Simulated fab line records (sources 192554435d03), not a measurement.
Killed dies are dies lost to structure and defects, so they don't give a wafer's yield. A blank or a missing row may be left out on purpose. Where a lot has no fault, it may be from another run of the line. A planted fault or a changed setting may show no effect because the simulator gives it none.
fab line records    flow n5_finfet
record lots=9  wafers=27  last_day=18
route steps=1938 shown SDB@374 DUMMY_REMOVAL@377 HKMG_FIN@388 BEOL_M4@1111 PASSIVATION@1936
lots that met no fault: from a run of the same line without faults
start_h: start of the lot's first displayed wafer, in hours after the record's first day    wait_h: hours elapsed since this lot's preceding step    " repeats the value in the row above    L1.1+2: one row covering several wafers at once    - no value, or no start was given    * or withheld: withheld    < > ~ a bound
route shown NAME@n: a module of which the file shows steps, and the number in the route of the first    usual: mean/standard deviation taken from wafers without a fault    same: alike in all rows    chamber/n: place in a boat    sites: each site's reading    _std_site: how widely they spread, as a standard deviation    _edge_site: mean of outer sites minus mean of inner sites    radius_mm: for every site, how far away it sits from the centre of the wafer    mask NAME#n: copy n    behind: the tool/chamber that last shaped the wafer    hold: cause of the lot's hold/its duration in hours/its outcome    device: transistor that didn't switch, given as n, p or np    end of line: tests of these same wafers at the route's end    a step with no rows: only its recipe    killed: the dies lost at the first sort to structure and to defects; this is not the yield of the wafer    map: a wafer's dies, x killed, . not, _ none there
set.NAME: the setting as run; set.NAME@STEP: as run at that earlier step    model.NAME: the simulator's own value behind a step, which no gauge read
the route's steps for a sample of lots (tables are steps, rows are wafers)
services: from which hour (start_h, from the record's first day; less than 0 if before it) a tool's chamber was out of use, for how many hours, and why
## steps
# step N5_SDB_CMP_30
# recipe stop_on=poly-Si  t_overpolish_s=1.54  post_cmp_clean=alkaline_brush  down_force_psi=4.1491  platen_rpm=51.796  pad_velocity_m_s=1.0306  target_thk_nm=30
# usual motor_current_A=12.2/0.99  overpolish_run_s=1.541/0.01  retaining_ring_pressure_frac=1.000/0.0051  time_to_endpoint_s=17.1/1.9
lot.wafer  tool    chamber  start_h  wait_h  motor_current_A  overpolish_run_s  retaining_ring_pressure_frac  time_to_endpoint_s
L146.1     cmp-02  1        70.41    1.4     11.1             1.556             0.993                         18.7
L146.3     "       3        "        "       12.8             1.538             0.988                         18.9
L146.2     "       0        "        "       11.9             1.547             1.002                         19.7
L147.4     cmp-03  1        76.76    1.4     12.7             1.526             1.001                         14.3
L147.1     "       2        "        "       13.0             1.541             0.995                         17.6
L147.5     "       1        "        "       13.2             1.548             1.005                         15.0
L148.1     cmp-02  1        80.96    1.4     11.8             1.546             0.998                         19.1
L148.6     "       0        "        "       11.8             1.555             0.993                         16.0
L148.5     "       1        "        "       11.5             1.531             0.998                         17.9
L154.2     cmp-01  0        119.95   1.4     12.2             1.536             1.002                         15.2
L154.1     "       1        "        "       14.3             1.551             1.003                         15.0
L154.6     "       0        "        "       11.3             1.534             1.002                         15.6
L156.2     cmp-02  0        131.40   1.4     11.6             1.532             1.012                         13.6
L156.1     "       2        "        "       12.9             1.541             0.998                         13.3
L156.5     "       1        "        "       11.1             1.548             0.998                         15.3
L158.4     cmp-03  0        146.10   1.4     12.9             1.548             1.000                         19.0
L158.1     "       1        "        "       13.3             1.549             0.987                         18.3
L158.5     "       3        "        "       11.8             1.549             1.002                         18.7
L159.1     cmp-01  1        152.96   1.5     13.9             1.534             1.004                         20.1
L159.6     "       2        "        "       12.1             1.557             0.995                         19.6
L159.5     "       3        "        "       10.6             1.531             0.997                         19.3
L165.3     cmp-03  1        182.12   1.4     12.6             1.543             0.997                         17.6
L165.6     "       1        "        "       12.1             1.546             1.000                         16.4
L165.5     "       2        "        "       12.8             1.543             1.003                         18.2
L166.2     cmp-02  3        189.61   1.4     11.7             1.556             1.000                         14.5
L166.4     "       0        "        "       11.7             1.544             1.003                         15.2
L166.1     "       2        "        "       13.0             1.550             1.004                         15.1
# step N5_SDB_THK_MEAS_31
# recipe reads=a-Si_of_DUMMY_GATE_CVD_03
# usual SDB_THK=64.1/0.88
lot.wafer  tool           chamber  start_h  wait_h  SDB_THK[nm]
L146.1     film_metro-01  -        70.70    -       66.0
L146.2     "              -        "        "       65.0
L146.3     "              -        "        "       65.3
L147.1     film_metro-01  -        77.06    -       65.0
L147.4     "              -        "        "       64.3
L147.5     "              -        "        "       64.9
L148.1     film_metro-01  -        81.22    -       65.2
L148.5     "              -        "        "       64.7
L148.6     "              -        "        "       63.5
L154.1     film_metro-02  -        120.25   -       63.7
L154.2     "              -        "        "       64.4
L154.6     "              -        "        "       64.1
L156.1     film_metro-02  -        131.70   -       64.9
L156.2     "              -        "        "       63.9
L156.5     "              -        "        "       64.2
L158.1     film_metro-01  -        146.35   -       64.3
L158.4     "              -        "        "       62.7
L158.5     "              -        "        "       63.3
L159.1     film_metro-01  -        153.14   -       64.2
L159.5     "              -        "        "       64.3
L159.6     "              -        "        "       66.1
L165.3     film_metro-01  -        182.42   -       64.2
L165.5     "              -        "        "       63.8
L165.6     "              -        "        "       63.4
L166.1     film_metro-02  -        189.90   -       63.5
L166.2     "              -        "        "       62.7
L166.4     "              -        "        "       64.5
# step N5_DUMMY_REMOVAL_HM_STRIP_01
# recipe chemistry=CH3F/O2  material=SiNx  target_depth_a=40  stop_on=poly-Si  time_s=6.8  over_etch_frac=0.3  ion_energy_ev=60  power_w=410  bias_w=29  Ar_flow_sccm=150  CH3F_flow_sccm=30  O2_flow_sccm=20
# usual CH3F_flow_sccm=30.01/0.083  drypump_motor_current_A=5.54/0.29  oes_product_au=0.64/0.054  rf_vpp_V=127.3/1  showerhead_plenum_p_Torr=2.00/0.065  throttle_valve_pct=16.26/0.23
lot.wafer  tool         chamber  start_h  wait_h  CH3F_flow_sccm  drypump_motor_current_A  oes_product_au  rf_hours_counter_h  rf_vpp_V  showerhead_plenum_p_Torr  throttle_valve_pct
L146.1     rie_diel-01  1        71.18    0.5     30.04           5.57                     0.60            178                 129.6     2.07                      16.36
L146.2     "            2        "        "       29.92           5.68                     0.60            178                 128.3     1.99                      16.47
L146.3     "            3        "        "       30.09           5.66                     0.64            96                  125.3     1.95                      16.01
L147.1     rie_diel-01  3        77.12    0.0     29.93           5.66                     0.64            98                  126.6     1.95                      16.02
L147.4     "            1        "        "       29.87           5.61                     0.60            179                 127.1     2.07                      16.33
L147.5     "            2        "        "       29.92           5.68                     0.61            -                   127.8     1.99                      16.47
L148.1     rie_diel-01  3        81.28    0.0     30.18           5.66                     0.64            99                  125.3     1.95                      16.01
L148.5     "            2        "        "       30.02           5.69                     0.61            -                   126.8     1.99                      16.45
L148.6     "            1        "        "       30.07           5.58                     0.60            -                   128.7     2.07                      16.32
L154.1     rie_diel-01  0        120.31   0.0     29.87           5.08                     0.69            58                  128.3     2.03                      16.42
L154.2     "            2        "        "       29.98           5.69                     0.59            193                 126.8     1.99                      16.49
L154.6     "            1        "        "       29.95           5.62                     0.60            -                   129.2     2.06                      16.36
L156.1     rie_diel-01  2        131.76   0.0     29.84           5.68                     0.59            197                 126.9     1.99                      16.50
L156.2     "            0        "        "       30.02           5.07                     0.68            61                  127.3     2.03                      16.42
L156.5     "            3        "        "       29.90           5.66                     0.63            -                   126.3     1.94                      16.04
L158.1     rie_diel-01  3        146.48   0.1     30.11           5.68                     0.63            119                 127.2     1.94                      16.05
L158.4     "            2        "        "       30.03           5.68                     0.58            202                 127.6     1.99                      16.51
L158.5     "            2        "        "       29.99           5.68                     0.58            -                   127.1     1.99                      16.51
L159.1     rie_diel-01  2        153.39   0.2     30.15           5.68                     0.58            203                 127.1     1.99                      16.50
L159.5     "            3        "        "       30.01           5.68                     0.62            -                   126.5     1.94                      16.06
L159.6     "            2        "        "       30.15           5.69                     0.58            -                   126.7     1.99                      16.51
L165.3     rie_diel-06  3        182.48   0.0     30.10           5.06                     0.59            213                 125.6     1.89                      16.34
L165.5     "            3        "        "       30.10           5.06                     0.58            -                   126.4     1.89                      16.36
L165.6     "            2        "        "       30.02           5.98                     0.64            -                   129.2     2.09                      16.01
L166.1     rie_diel-03  0        189.96   0.0     29.97           5.58                     0.59            201                 126.8     1.98                      16.24
L166.2     "            3        "        "       30.03           5.70                     0.57            226                 127.1     1.97                      16.62
L166.4     "            2        "        "       30.07           5.32                     0.60            169                 126.6     2.00                      16.83
# step N5_DUMMY_REMOVAL_INSPECT_06
# recipe inspect_instrument=brightfield  mode=aei
# usual raw_defect_count=12/5.8
lot.wafer  tool               chamber  start_h  wait_h  raw_defect_count
L146.1     defect_inspect-01  -        71.38    0.0     8
L146.2     "                  -        "        "       7
L146.3     "                  -        "        "       13
L147.1     defect_inspect-01  -        77.32    0.0     9
L147.4     "                  -        "        "       6
L147.5     "                  -        "        "       5
L148.1     defect_inspect-01  -        81.47    0.0     25
L148.5     "                  -        "        "       14
L148.6     "                  -        "        "       17
L154.1     defect_inspect-02  -        120.51   0.0     14
L154.2     "                  -        "        "       20
L154.6     "                  -        "        "       4
L156.1     defect_inspect-01  -        131.96   0.0     10
L156.2     "                  -        "        "       16
L156.5     "                  -        "        "       11
L158.1     defect_inspect-01  -        146.68   0.0     16
L158.4     "                  -        "        "       834
L158.5     "                  -        "        "       814
L159.1     defect_inspect-02  -        153.58   0.0     791
L159.5     "                  -        "        "       9
L159.6     "                  -        "        "       752
L165.3     defect_inspect-02  -        182.68   0.0     21
L165.5     "                  -        "        "       5
L165.6     "                  -        "        "       10
L166.1     defect_inspect-02  -        190.20   0.0     17
L166.2     "                  -        "        "       7
L166.4     "                  -        "        "       11
# step N5_HKMG_FIN_ALD_74
# recipe material=La2O3  target_thk_a=5  temp_c=250  ald_precursor_family=La-Cp  ald_co_reactant=O3  pulse_time_s=6  co_reactant_pulse_time_s=1  purge_time_s=3  co_reactant_purge_time_s=3
# usual heater_power_w=363/49  precursor_pulse_height_rel=1.003/0.021
lot.wafer  tool       chamber  start_h  wait_h  heater_power_w  precursor_pulse_height_rel  since_wet_clean_h
L146.1     ald_hk-03  3        72.19    0.2     308             1.039                       42
L146.2     "          2        "        "       440             0.989                       42
L146.3     "          1        "        "       302             1.003                       42
L147.1     ald_hk-02  0        78.08    0.2     427             1.032                       1854
L147.4     "          3        "        "       367             0.993                       1854
L147.5     "          2        "        "       413             0.972                       -
L148.1     ald_hk-02  2        82.23    0.2     429             1.019                       1858
L148.5     "          2        "        "       421             0.996                       -
L148.6     "          1        "        "       414             1.000                       -
L154.1     ald_hk-01  3        121.27   0.2     331             0.978                       1001
L154.2     "          0        "        "       321             0.980                       1001
L154.6     "          2        "        "       370             0.988                       -
L156.1     ald_hk-03  1        132.73   0.2     311             0.991                       103
L156.2     "          3        "        "       313             1.027                       103
L156.5     "          3        "        "       321             0.976                       -
L158.1     ald_hk-02  3        147.44   0.2     371             0.974                       1923
L158.4     "          1        "        "       408             0.979                       1923
L158.5     "          0        "        "       421             1.023                       -
L159.1     ald_hk-03  2        154.34   0.2     440             1.003                       124
L159.5     "          2        "        "       440             0.985                       -
L159.6     "          1        "        "       312             0.992                       -
L165.3     ald_hk-02  2        183.58   0.1     417             1.016                       1960
L165.5     "          1        "        "       413             1.019                       -
L165.6     "          0        "        "       412             0.993                       -
L166.1     ald_hk-01  1        190.97   0.2     340             1.018                       1071
L166.2     "          0        "        "       334             0.975                       1071
L166.4     "          2        "        "       387             0.961                       1071
# step N5_BEOL_M4_RC_MEAS_101
# usual DIBL_N=35.9/1.3  DIBL_P=35.9/1.5  IOFF_N=0.152/0.023  IOFF_P=0.204/0.027  ION_N=673/9.2  ION_P=462/6.7  SS_N=71.4/0.48  SS_P=73.2/0.55  VT_N=250.3/2.6  VT_P=-250.6/3
lot.wafer  tool       chamber  start_h  wait_h  DIBL_N[mV/V]  DIBL_P[mV/V]  IOFF_N[nA/um]  IOFF_P[nA/um]  ION_N[uA/um]  ION_P[uA/um]  SS_N[mV/dec]  SS_P[mV/dec]  VT_N[mV]  VT_P[mV]
L146.1     prober-02  0        180.88   0.0     35.2          35.1          0.120          0.163          662           455           70.9          72.3          255.4     -253.8
L146.2     "          0        "        "       37.0          38.1          0.155          0.207          671           468           71.2          72.6          251.9     -251.8
L146.3     "          0        "        "       37.2          37.3          0.149          0.193          659           450           71.6          73.2          250.1     -251.3
L147.1     prober-01  0        186.74   0.0     35.9          36.2          0.177          0.208          682           458           71.3          73.9          246.9     -250.4
L147.4     "          0        "        "       35.3          35.8          0.163          0.198          679           459           71.8          73.7          248.9     -251.5
L147.5     "          0        "        "       34.9          36.1          0.159          0.204          676           464           70.8          73.1          248.7     -252.7
L148.1     prober-02  0        188.38   0.0     33.8          34.7          0.143          0.199          667           461           71.0          72.4          250.9     -250.0
L148.5     "          0        "        "       33.5          34.5          0.133          0.186          672           464           71.5          72.5          250.1     -250.8
L148.6     "          0        "        "       33.9          35.1          0.139          0.199          663           464           70.9          72.8          250.9     -250.2
L154.1     prober-01  0        238.39   0.0     36.2          35.5          0.162          0.209          687           467           71.6          73.1          246.1     -248.9
L154.2     "          0        "        "       37.4          37.4          0.183          0.233          680           468           71.8          74.2          245.8     -249.6
L154.6     "          0        "        "       36.8          36.7          0.175          0.224          690           469           70.5          73.0          247.4     -248.3
L156.1     prober-02  0        247.96   0.3     38.2          38.8          0.225          0.247          690           467           71.5          74.1          242.7     -248.1
L156.2     "          0        "        "       37.6          37.3          0.206          0.217          678           458           71.8          73.2          244.2     -253.5
L156.5     "          0        "        "       36.9          36.6          0.182          0.209          682           458           71.3          72.6          246.1     -251.4
L158.1     prober-01  0        249.16   0.0     34.3          33.5          0.154          0.211          683           472           71.5          72.7          248.0     -249.9
L158.4     "          0        "        "       35.1          33.7          0.163          0.210          681           463           71.7          73.3          248.1     -249.2
L158.5     "          0        "        "       34.8          34.6          0.161          0.225          679           470           71.2          74.5          249.0     -248.3
L159.1     prober-02  0        274.88   0.0     36.3          33.9          0.147          0.227          669           472           71.5          72.4          248.6     -244.2
L159.5     "          0        "        "       36.9          34.5          0.148          0.227          678           467           71.1          73.4          251.3     -247.5
L159.6     "          0        "        "       38.0          36.4          0.184          0.275          692           477           71.6          73.6          247.6     -243.5
L166.1     prober-02  0        305.47   0.0     36.1          36.0          0.162          0.183          675           454           71.9          73.0          250.0     -253.1
L166.2     "          0        "        "       36.2          36.6          0.164          0.187          668           455           72.0          73.8          248.5     -255.2
L166.4     "          0        "        "       35.4          35.8          0.149          0.176          669           452           71.4          73.1          250.2     -256.0
L165.3     prober-01  0        305.57   0.3     36.5          36.4          0.174          0.228          688           471           71.9          72.9          246.3     -248.1
L165.5     "          0        "        "       35.8          35.8          0.162          0.218          681           469           72.0          72.9          248.6     -249.2
L165.6     "          0        "        "       36.4          36.3          0.172          0.228          677           468           71.1          72.5          245.5     -247.2
# step N5_PASSIVATION_PROBE_49
# usual defect_limited_yield=91.0/1.5  killed_at_M0_to_M3=37/12  killed_at_M4_up=13/5  killed_at_contacts=13/6.1  killed_at_front_end=39/11  killed_at_other=4/3.2  killed_dies=106/17  killed_on_rim=13/4.2  killed_open=69/12  killed_short=35/7.9  sort_bin_5_function=5.3/1  sort_bin_6_memory=3.3/0.68  sort_n_pass=1074/17  sort_yield_pct=91.0/1.5
# same gross_dies=1180  killed_at_back_side=0  sort_bin_4_leakage[%]=0  sort_bin_8_speed[%]=0
lot.wafer  tool       chamber  start_h  wait_h  defect_limited_yield[%]  killed_at_M0_to_M3  killed_at_M4_up  killed_at_contacts  killed_at_front_end  killed_at_other  killed_dies  killed_on_rim  killed_open  killed_short  sort_bin_5_function[%]  sort_bin_6_memory[%]  sort_n_pass  sort_yield_pct[%]
L156.1     prober-01  -        361.45   0.0     91.9                     29                  9                15                  39                   4                96           13             61           33            4.8                     2.8                   1084         91.9
L156.2     prober-01  -        361.50   0.1     92.2                     24                  3                15                  50                   0                92           6              56           36            4.7                     2.8                   1088         92.2
L156.5     prober-01  -        361.65   0.2     93.1                     25                  11               6                   38                   1                81           17             58           23            4.4                     2.3                   1099         93.1
L158.1     prober-02  -        361.69   0.1     90.0                     43                  8                13                  48                   6                118          17             80           38            5.2                     4.7                   1062         90.0
L158.4     prober-02  -        361.84   0.3     81.4                     26                  15               9                   168                  1                219          30             73           22            12.0                    3.2                   961          81.4
L158.5     prober-02  -        361.89   0.3     80.4                     44                  15               21                  146                  5                231          34             78           43            12.2                    4.4                   949          80.4
L159.1     prober-02  -        390.77   0.0     81.4                     43                  4                12                  159                  1                219          30             75           33            12.1                    4.3                   961          81.4
L159.5     prober-02  -        390.97   0.2     91.3                     48                  8                9                   38                   0                103          4              72           31            4.3                     4.2                   1077         91.3
L159.6     prober-02  -        391.02   0.3     81.7                     42                  14               15                  144                  1                216          30             69           31            10.8                    4.5                   964          81.7
# killed by level:class
L156.1 FIN_SAQP:geometric_particle:short=12 MOL_CONTACT_COAG:geometric_particle:open=12 BEOL_M0_SAQP:geometric_particle:open=11 FIN_SAQP:geometric_particle:open=9 GATE_CUT:geometric_particle:short=6 BEOL_M0_SAQP:geometric_particle:short=5 BEOL_M3:geometric_particle:open=4 STARTING-WAFER:geometric_particle:open=4
L156.2 FIN_SAQP:geometric_particle:open=15 FIN_SAQP:geometric_particle:short=14 MOL_CONTACT_COAG:geometric_particle:open=14 BEOL_M0_SAQP:geometric_particle:short=7 STI_FIN_REVEAL:geometric_particle:open=6 BEOL_M0_SAQP:geometric_particle:open=6 GATE_CUT:geometric_particle:short=4 GATE_CUT:geometric_particle:open=3
L156.5 BEOL_M0_SAQP:geometric_particle:open=12 FIN_SAQP:geometric_particle:short=8 FIN_SAQP:geometric_particle:open=7 STI_FIN_REVEAL:geometric_particle:open=7 BEOL_M3:geometric_particle:open=6 MOL_CONTACT_COAG:geometric_particle:open=6 GATE_CUT:geometric_particle:open=4 STI_FIN_REVEAL:geometric_particle:short=3
L158.1 BEOL_M3:geometric_particle:open=13 STI_FIN_REVEAL:geometric_particle:open=12 MOL_CONTACT_COAG:geometric_particle:open=11 FIN_SAQP:geometric_particle:short=10 FIN_SAQP:geometric_particle:open=10 BEOL_M2:geometric_particle:open=7 BEOL_M1:geometric_particle:open=6 BEOL_M0_SAQP:geometric_particle:short=5
L158.4 DUMMY_REMOVAL:unspecified=124 FIN_SAQP:geometric_particle:open=14 STI_FIN_REVEAL:geometric_particle:open=11 MOL_CONTACT_COAG:geometric_particle:open=9 BEOL_M1:geometric_particle:open=6 BEOL_M3:geometric_particle:open=5 BEOL_M4:geometric_particle:open=5 ILD0:geometric_particle:short=3
L158.5 DUMMY_REMOVAL:unspecified=108 MOL_CONTACT_COAG:geometric_particle:open=13 BEOL_M3:geometric_particle:open=11 BEOL_M1:geometric_particle:open=9 MOL_CONTACT_COAG:geometric_particle:short=8 BEOL_M4:geometric_particle:open=7 FIN_SAQP:geometric_particle:open=6 GATE_CUT:geometric_particle:short=5
L159.1 DUMMY_REMOVAL:unspecified=111 BEOL_M3:geometric_particle:open=17 FIN_SAQP:geometric_particle:open=12 STI_FIN_REVEAL:geometric_particle:open=9 MOL_CONTACT_COAG:geometric_particle:open=9 BEOL_M0_SAQP:geometric_particle:open=9 FIN_SAQP:geometric_particle:short=7 BEOL_M2:geometric_particle:open=6
L159.5 BEOL_M2:geometric_particle:open=15 BEOL_M3:geometric_particle:open=15 FIN_SAQP:geometric_particle:open=11 BEOL_M0_SAQP:geometric_particle:short=9 MOL_CONTACT_COAG:geometric_particle:open=8 FIN_SAQP:geometric_particle:short=5 BEOL_M5:geometric_particle:open=5 STI_FIN_REVEAL:geometric_particle:short=4
L159.6 DUMMY_REMOVAL:unspecified=116 MOL_CONTACT_COAG:geometric_particle:open=12 BEOL_M0_SAQP:geometric_particle:open=11 BEOL_M0_SAQP:geometric_particle:short=10 FIN_SAQP:geometric_particle:open=9 BEOL_M2:geometric_particle:open=7 BEOL_M4:geometric_particle:open=6 BEOL_M3:geometric_particle:open=5
## services
tool         chamber  start_h  hours  kind
cmp-03       -        62.20    0.6    repair
rie_diel-06  1        71.11    -      clean
rie_diel-06  1        71.11    -      consumable_replace:focus_ring
rie_diel-06  1        71.11    17.6   scheduled_down
rie_diel-06  1        71.11    17.6   vent_cycle
rie_diel-03  3        91.98    1.4    repair
ald_hk-01    -        92.13    8.7    pm
cmp-02       -        94.18    2.6    repair
cmp-02       -        99.98    5.3    repair
rie_diel-03  -        110.52   4.3    pm
cmp-01       -        122.00   5.7    pm
rie_diel-03  0        122.22   3.0    repair
rie_diel-03  0        125.87   9.6    repair
rie_diel-01  0        135.30   1.6    repair
cmp-02       -        139.93   1.2    repair
rie_diel-06  2        146.56   6.0    repair
cmp-02       -        149.79   7.9    repair
rie_diel-03  2        152.31   9.3    repair
cmp-03       -        156.16   4.0    pm
cmp-03       -        160.16   -      consumable_replace:conditioner
cmp-03       -        160.16   -      consumable_replace:pad
rie_diel-03  1        174.66   6.3    repair
cmp-02       -        182.65   1.8    repair
## key
first_sign step=N5_DUMMY_REMOVAL_INSPECT_06  reading=raw_defect_count  direction=up  sigmas=99+  usual=12  struck=798
effect step=N5_PASSIVATION_PROBE_49  reading=killed_at_front_end  direction=up  sigmas=11  usual=39  struck=154
more_kills_born_at N5_DUMMY_REMOVAL_HM_STRIP_01@rie_diel-01=459
met_at N5_DUMMY_REMOVAL_HM_STRIP_01
struck_lots L158,L159
struck_wafers L158.4,L158.5,L159.1,L159.6
not_acting_at N5_SDB_CMP_30,N5_SDB_THK_MEAS_31,N5_HKMG_FIN_ALD_74
onset_between 131.76 146.48
fault kind=chamber_particle_source  tool=rie_diel-01  chamber=2  onset_h=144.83  steps=N5_DUMMY_REMOVAL_HM_STRIP_01  rate_per_visit_cm2=1.2418  end_h=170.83
